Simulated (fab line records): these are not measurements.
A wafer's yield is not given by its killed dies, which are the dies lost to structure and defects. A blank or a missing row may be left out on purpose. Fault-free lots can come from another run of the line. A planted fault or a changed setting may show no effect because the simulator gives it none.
Chamber matching ; flow nand_harc ; NHARC_A_CHANNEL_FILL_D1_ETCHBACK_20 on rie_diel-09 has 4 sister chambers
The step etches the open film in C4F8/O2/Ar, target depth 27 nm, time 13.5 s. 4 wafers are shown with their chamber, then 11 later ones without.

== WAFERS, EACH WITH ITS CHAMBER ==
wafer;chamber;rf_vpp_V (V)
L086.5;2;985
L088.4;3;988
L088.5;0;968
L091.3;1;972

== WAFERS WITHOUT THEIR CHAMBER ==
wafer;rf_vpp_V (V)
L091.4;989
L091.6;983
L093.3;972
L093.5;969
L093.6;972
L095.1;982
L095.2;987
L095.5;969
L096.1;984
L096.2;971
L096.3;969

== WHICH CHAMBER EACH ONE RAN IN ==
wafer;from the rows above;in truth
L091.4;3;3
L091.6;2;2
L093.3;1;1
L093.5;can't be placed: 0 or 1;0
L093.6;1;1
L095.1;2;2
L095.2;can't be placed: 3 or 2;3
L095.5;can't be placed: 0 or 1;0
L096.1;2;2
L096.2;can't be placed: 1 or 0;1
L096.3;can't be placed: 0 or 1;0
6 of 11 placed correctly. From these rows, 5 cannot be placed; in 5 the true chamber is one of the candidates. 0 placed wrongly.
How it was worked out, from the rows above alone: a wafer's distance from a chamber is the root of the sum, over the readings, of the square of ((its reading less the chamber's mean) divided by the reading's scatter). If the next closest chamber is less than 2 further off than the closest, the wafer can't be placed; otherwise it belongs to the closest. The mean given for a chamber averages the wafers shown for that chamber. The scatter: root of mean squared gap, hidden wafer to nearest shown wafer, with one shown wafer a chamber.
